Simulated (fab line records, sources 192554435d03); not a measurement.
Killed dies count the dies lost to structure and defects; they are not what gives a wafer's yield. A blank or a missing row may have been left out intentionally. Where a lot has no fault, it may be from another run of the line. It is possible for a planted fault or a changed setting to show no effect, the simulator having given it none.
Struck lot and sound lot, side by side | flow n5Finfet | 15 out of 1938 route steps
Sound: the wafers L883.1, L883.4, L883.6. Struck: wafers L890.2, L890.6. (L890.4 of the same lot was not struck and is left out.) The cause comes at the end.
Order at every step that has rows: each side's tool, ch and its chambers, its first start. Under that, the readings that differ: sound wafers | struck wafers | difference of the means | sigmas: that difference in standard deviations of wafers without a fault.
alike: a reading whose means differ by less than 2 such deviations, as well as words and numbers matching on both sides. not compared: withheld readings; readings where some wafer has no value; bounds like >300 that might hide an equal value; numbers whose values overlap and for which the record gives no deviation.
The two part at a step that has a row with sigmas, a row that says differs or no value, or rows on one side only. Numbers that don't overlap but have no deviation are shown without sigmas and don't part them. Lack of a reading on every wafer of one side parts them only where that side has two or more wafers.

N5_HKMG_FIN_STRIP_93: strips SOC in N2/H2, time 20 s.
  sound on rieDiel-06 ch 0,1, day 5 11:56; struck on rieDiel-02 ch 0,1, day 7 07:16
  alike: drypumpMotorCurrentA, oesProductAu, rfVppV, showerheadPlenumPTorr, throttleValvePct
  not compared: rfHoursCounterH
then, 1 step without rows for these wafers: N5_HKMG_FIN_WET_ETCH_76 (etches Al2O3 in dNH4OH, stops on La2O3, target depth 2.25 nm, rinse time 30 s).
N5_HKMG_FIN_STRIP_60: strips in N2/H2, time 360 s.
  sound on plasmaAsher-02 ch 1, day 5 12:06; struck on plasmaAsher-02 ch 1, day 7 07:25
  alike: drypumpMotorCurrentA, heaterPowerW
  not compared: rfHoursCounterH
then, 2 steps without rows for these wafers: N5_HKMG_FIN_WET_ETCH_77 (etches La2O3 in dHCl, stops on HfO2, target depth 2 nm); N5_HKMG_FIN_WET_ETCH_78 (etches Al2O3 in dNH4OH, stops on La2O3, target depth 4.5 nm, rinse time 30 s).
N5_HKMG_FIN_ALD_79: deposits TiN, target thk 1.5 nm, pulse time 1 s, purge time 3 s.
  sound on aldMetal-04 ch 1,2,3, day 5 12:35; struck on aldMetal-01 ch 0,2, day 7 07:54
  alike: heaterPowerW, precursorPulseHeightRel
  not compared: aldCycles
N5_HKMG_FIN_CVD_62: deposits a-Si from Si2H6, target thk 3 nm, time 20.8 s.
  sound on thermalCvdSi-02 ch 0,1,2, day 5 12:57; struck on thermalCvdSi-01 ch 2, day 7 08:16
reading          | sound          | struck    | difference | sigmas
heaterPowerW (W) | 1137 1273 1663 | 1812 1807 | +452       | +2
then, 5 steps without rows for these wafers: N5_HKMG_FIN_RTA_80 (time 2 s); N5_HKMG_FIN_PRECLEAN_64 (cleans in dHF, time 30 s); N5_HKMG_FIN_WET_ETCH_65 (etches a-Si in TMAH, stops on TiN, time 49 s, target depth 3 nm); N5_HKMG_FIN_WET_ETCH_81 (etches TiN in SC1, stops on HfO2, time 57 s, target depth 6 nm); N5_HKMG_FIN_WET_ETCH_82 (etches La2O3 in dHCl, stops on HfO2, target depth 2 nm, rinse time 30 s).
N5_HKMG_FIN_ALD_36: deposits TiN, target thk 1 nm, pulse time 1 s, purge time 3 s.
  sound on aldMetal-03 ch 0,3, day 5 13:22; struck on aldMetal-03 ch 1,3, day 7 08:40
reading   | sound    | struck | difference | sigmas
aldCycles | 47 47 47 | 40 40  | -7         | 
  alike: heaterPowerW, precursorPulseHeightRel
N5_HKMG_FIN_THK_MEAS_70: measures by xrf.
  sound on filmMetro-02, day 5 13:39; struck on filmMetro-02, day 7 08:56
  alike: HK_THK
N5_PASSIVATION_PROBE_49:
  rows exist in the record for the sound wafers here (prober-01, day 14 18:54), none for the struck ones

== WHERE THEY PART ==
Last at N5_PASSIVATION_PROBE_49 as far as this record goes, first at N5_HKMG_FIN_CVD_62.

WHY: the cause the simulator had injected
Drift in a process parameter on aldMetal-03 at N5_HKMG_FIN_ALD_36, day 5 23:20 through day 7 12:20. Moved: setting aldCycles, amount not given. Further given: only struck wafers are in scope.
